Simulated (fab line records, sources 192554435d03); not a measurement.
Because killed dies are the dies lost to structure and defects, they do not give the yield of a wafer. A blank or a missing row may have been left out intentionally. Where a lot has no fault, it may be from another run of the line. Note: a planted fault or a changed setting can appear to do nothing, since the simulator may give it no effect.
Split-lot experiment / flow n5-finfet / 7 lots, 39 wafers read, on a route of 1938 steps

## ABOUT THE SPLIT
At N5_HKMG_FIN_ETCH_55 (etches SOC in N2/H2, target depth 240 nm, time 300 s), the setting time-s was moved away from the recipe's 300 s on 18 of the 39 wafers read, by -21.3% to +14.1%. For the rest of the wafers, this setting stayed at what the recipe calls for.

Reading taken at the split's own step.

## THE READING
SiARC_of_HKMG_FIN_COAT_42.thk-nm (the simulator's own value, which no gauge read), in nm, at N5_HKMG_FIN_ETCH_55 (etches SOC in N2/H2, target depth 240 nm, time 300 s). The file does not state a usual value for it. Across the 21 wafers here that went through the recipe, the average is 21.2 nm and the standard deviation 0.38 nm.

wafer=L075.1; tool, chamber at the split=rie-diel-06, 1; time-s as run, s=300; against the recipe=recipe; SiARC_of_HKMG_FIN_COAT_42.thk-nm, nm=20.8; against lot-mates on the recipe=-
wafer=L075.2; tool, chamber at the split=rie-diel-06, 3; time-s as run, s=236.1; against the recipe=-21.3%; SiARC_of_HKMG_FIN_COAT_42.thk-nm, nm=24.4; against lot-mates on the recipe=+3.5
wafer=L075.3; tool, chamber at the split=rie-diel-06, 2; time-s as run, s=236.1; against the recipe=-21.3%; SiARC_of_HKMG_FIN_COAT_42.thk-nm, nm=24; against lot-mates on the recipe=+3.1
wafer=L075.4; tool, chamber at the split=rie-diel-06, 0; time-s as run, s=300; against the recipe=recipe; SiARC_of_HKMG_FIN_COAT_42.thk-nm, nm=21; against lot-mates on the recipe=-
wafer=L075.5; tool, chamber at the split=rie-diel-06, 1; time-s as run, s=300; against the recipe=recipe; SiARC_of_HKMG_FIN_COAT_42.thk-nm, nm=21; against lot-mates on the recipe=-
wafer=L075.6; tool, chamber at the split=rie-diel-06, 0; time-s as run, s=236.1; against the recipe=-21.3%; SiARC_of_HKMG_FIN_COAT_42.thk-nm, nm=24.2; against lot-mates on the recipe=+3.3
wafer=L080.1; tool, chamber at the split=rie-diel-02, 3; time-s as run, s=335.7; against the recipe=+11.9%; SiARC_of_HKMG_FIN_COAT_42.thk-nm, nm=19.8; against lot-mates on the recipe=-1.5
wafer=L080.2; tool, chamber at the split=rie-diel-02, 0; time-s as run, s=300; against the recipe=recipe; SiARC_of_HKMG_FIN_COAT_42.thk-nm, nm=22; against lot-mates on the recipe=-
wafer=L080.3; tool, chamber at the split=rie-diel-02, 2; time-s as run, s=300; against the recipe=recipe; SiARC_of_HKMG_FIN_COAT_42.thk-nm, nm=20.8; against lot-mates on the recipe=-
wafer=L080.4; tool, chamber at the split=rie-diel-02, 1; time-s as run, s=300; against the recipe=recipe; SiARC_of_HKMG_FIN_COAT_42.thk-nm, nm=21.2; against lot-mates on the recipe=-
wafer=L080.5; tool, chamber at the split=rie-diel-02, 3; time-s as run, s=335.7; against the recipe=+11.9%; SiARC_of_HKMG_FIN_COAT_42.thk-nm, nm=19.6; against lot-mates on the recipe=-1.7
wafer=L080.6; tool, chamber at the split=rie-diel-02, 2; time-s as run, s=335.7; against the recipe=+11.9%; SiARC_of_HKMG_FIN_COAT_42.thk-nm, nm=19.4; against lot-mates on the recipe=-1.9
wafer=L085.4; tool, chamber at the split=rie-diel-03, 2; time-s as run, s=300; against the recipe=recipe; SiARC_of_HKMG_FIN_COAT_42.thk-nm, nm=21.6; against lot-mates on the recipe=-
wafer=L085.5; tool, chamber at the split=rie-diel-03, 0; time-s as run, s=300; against the recipe=recipe; SiARC_of_HKMG_FIN_COAT_42.thk-nm, nm=21; against lot-mates on the recipe=-
wafer=L085.6; tool, chamber at the split=rie-diel-03, 1; time-s as run, s=300; against the recipe=recipe; SiARC_of_HKMG_FIN_COAT_42.thk-nm, nm=21.4; against lot-mates on the recipe=-
wafer=L090.1; tool, chamber at the split=rie-diel-02, 1; time-s as run, s=250.3; against the recipe=-16.6%; SiARC_of_HKMG_FIN_COAT_42.thk-nm, nm=23.4; against lot-mates on the recipe=+2.5
wafer=L090.2; tool, chamber at the split=rie-diel-02, 2; time-s as run, s=300; against the recipe=recipe; SiARC_of_HKMG_FIN_COAT_42.thk-nm, nm=20.8; against lot-mates on the recipe=-
wafer=L090.3; tool, chamber at the split=rie-diel-02, 0; time-s as run, s=250.3; against the recipe=-16.6%; SiARC_of_HKMG_FIN_COAT_42.thk-nm, nm=24.2; against lot-mates on the recipe=+3.3
wafer=L090.4; tool, chamber at the split=rie-diel-02, 3; time-s as run, s=300; against the recipe=recipe; SiARC_of_HKMG_FIN_COAT_42.thk-nm, nm=21.2; against lot-mates on the recipe=-
wafer=L090.5; tool, chamber at the split=rie-diel-02, 1; time-s as run, s=250.3; against the recipe=-16.6%; SiARC_of_HKMG_FIN_COAT_42.thk-nm, nm=23.6; against lot-mates on the recipe=+2.7
wafer=L090.6; tool, chamber at the split=rie-diel-02, 2; time-s as run, s=300; against the recipe=recipe; SiARC_of_HKMG_FIN_COAT_42.thk-nm, nm=20.6; against lot-mates on the recipe=-
wafer=L091.1; tool, chamber at the split=rie-diel-02, 2; time-s as run, s=259.2; against the recipe=-13.6%; SiARC_of_HKMG_FIN_COAT_42.thk-nm, nm=22.6; against lot-mates on the recipe=+1.2
wafer=L091.2; tool, chamber at the split=rie-diel-02, 1; time-s as run, s=300; against the recipe=recipe; SiARC_of_HKMG_FIN_COAT_42.thk-nm, nm=21.2; against lot-mates on the recipe=-
wafer=L091.3; tool, chamber at the split=rie-diel-02, 0; time-s as run, s=259.2; against the recipe=-13.6%; SiARC_of_HKMG_FIN_COAT_42.thk-nm, nm=23.6; against lot-mates on the recipe=+2.2
wafer=L091.4; tool, chamber at the split=rie-diel-02, 3; time-s as run, s=300; against the recipe=recipe; SiARC_of_HKMG_FIN_COAT_42.thk-nm, nm=21; against lot-mates on the recipe=-
wafer=L091.5; tool, chamber at the split=rie-diel-02, 0; time-s as run, s=300; against the recipe=recipe; SiARC_of_HKMG_FIN_COAT_42.thk-nm, nm=22; against lot-mates on the recipe=-
wafer=L091.6; tool, chamber at the split=rie-diel-02, 3; time-s as run, s=259.2; against the recipe=-13.6%; SiARC_of_HKMG_FIN_COAT_42.thk-nm, nm=23; against lot-mates on the recipe=+1.6
wafer=L093.1; tool, chamber at the split=rie-diel-06, 0; time-s as run, s=329.2; against the recipe=+9.7%; SiARC_of_HKMG_FIN_COAT_42.thk-nm, nm=19.8; against lot-mates on the recipe=-1.3
wafer=L093.2; tool, chamber at the split=rie-diel-06, 3; time-s as run, s=329.2; against the recipe=+9.7%; SiARC_of_HKMG_FIN_COAT_42.thk-nm, nm=20.2; against lot-mates on the recipe=-0.9
wafer=L093.3; tool, chamber at the split=rie-diel-06, 1; time-s as run, s=329.2; against the recipe=+9.7%; SiARC_of_HKMG_FIN_COAT_42.thk-nm, nm=19.4; against lot-mates on the recipe=-1.7
wafer=L093.4; tool, chamber at the split=rie-diel-06, 1; time-s as run, s=300; against the recipe=recipe; SiARC_of_HKMG_FIN_COAT_42.thk-nm, nm=20.8; against lot-mates on the recipe=-
wafer=L093.5; tool, chamber at the split=rie-diel-06, 0; time-s as run, s=300; against the recipe=recipe; SiARC_of_HKMG_FIN_COAT_42.thk-nm, nm=21.2; against lot-mates on the recipe=-
wafer=L093.6; tool, chamber at the split=rie-diel-06, 3; time-s as run, s=300; against the recipe=recipe; SiARC_of_HKMG_FIN_COAT_42.thk-nm, nm=21.4; against lot-mates on the recipe=-
wafer=L095.1; tool, chamber at the split=rie-diel-03, 3; time-s as run, s=342.4; against the recipe=+14.1%; SiARC_of_HKMG_FIN_COAT_42.thk-nm, nm=19.2; against lot-mates on the recipe=-2.1
wafer=L095.2; tool, chamber at the split=rie-diel-03, 1; time-s as run, s=342.4; against the recipe=+14.1%; SiARC_of_HKMG_FIN_COAT_42.thk-nm, nm=19.2; against lot-mates on the recipe=-2.1
wafer=L095.3; tool, chamber at the split=rie-diel-03, 0; time-s as run, s=342.4; against the recipe=+14.1%; SiARC_of_HKMG_FIN_COAT_42.thk-nm, nm=19; against lot-mates on the recipe=-2.3
wafer=L095.4; tool, chamber at the split=rie-diel-03, 2; time-s as run, s=300; against the recipe=recipe; SiARC_of_HKMG_FIN_COAT_42.thk-nm, nm=21.8; against lot-mates on the recipe=-
wafer=L095.5; tool, chamber at the split=rie-diel-03, 0; time-s as run, s=300; against the recipe=recipe; SiARC_of_HKMG_FIN_COAT_42.thk-nm, nm=21; against lot-mates on the recipe=-
wafer=L095.6; tool, chamber at the split=rie-diel-03, 1; time-s as run, s=300; against the recipe=recipe; SiARC_of_HKMG_FIN_COAT_42.thk-nm, nm=21.2; against lot-mates on the recipe=-

THE FIT
A straight line over all 39 wafers: SiARC_of_HKMG_FIN_COAT_42.thk-nm changes by -0.143 nm for each +1% of time-s; r = -0.97; the points scatter about the line by 0.35 nm.
The same after taking each lot's own level away (the mean of its wafers on the recipe; 39 wafers): -0.151 nm for each +1%; r = -0.98; scatter 0.35 nm.
Per that fit: largest time-s move, reading shift of 3.2 nm.
The span of the lots' own levels, 20.87 to 21.40 nm, comes to 1.4 times the standard deviation stated above.
Consequently the slope shifts little with the lot-to-lot level, the two slopes agreeing.
Check: for one of the wafers moved furthest among these (-21.3%), held out of the fit, the line's prediction against its lot-mates is +3.2 nm. Against them it came out at +3.47 nm.

## OTHER SPLITS ON THESE WAFERS
Note: prior to the reading, these wafers also went through further splits. Each is held against what the fit with the lots' levels taken away leaves over:
other split on the same wafers=N5_DUMMY_GATE_ETCH_31 target-depth-a; wafers away from the commonest value=18; r with SiARC_of_HKMG_FIN_COAT_42.thk-nm (lot level and that fit taken away)=+0.30
other split on the same wafers=N5_DUMMY_GATE_ETCH_32 time-s; wafers away from the commonest value=12; r with SiARC_of_HKMG_FIN_COAT_42.thk-nm (lot level and that fit taken away)=+0.29
other split on the same wafers=N5_DUMMY_GATE_ETCH_42 bias-w; wafers away from the commonest value=12; r with SiARC_of_HKMG_FIN_COAT_42.thk-nm (lot level and that fit taken away)=-0.16

## THE WHOLE CHAIN: every reading that the file lists as answering this split, in the file's order
step=N5_HKMG_FIN_ETCH_55; what it does=etches SOC in N2/H2, target depth 240 nm, time 300 s; reading=HKMG_FIN.feature-depth-nm (the simulator's own value, which no gauge read); change (the file's fit)=+2.55 nm for each +1% of the setting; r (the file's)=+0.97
step=N5_HKMG_FIN_ETCH_55; what it does=etches SOC in N2/H2, target depth 240 nm, time 300 s; reading=etch.depth-nm (the simulator's own value, which no gauge read); change (the file's fit)=+2.55 nm for each +1% of the setting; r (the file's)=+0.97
step=N5_HKMG_FIN_ETCH_55; what it does=etches SOC in N2/H2, target depth 240 nm, time 300 s; reading=SiARC_of_HKMG_FIN_COAT_42.thk-nm (the simulator's own value, which no gauge read); change (the file's fit)=-0.152 nm for each +1% of the setting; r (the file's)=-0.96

## THE FILE'S OWN FIT
SiARC_of_HKMG_FIN_COAT_42.thk-nm changes by -0.152 nm for each +1% of time-s, r = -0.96.
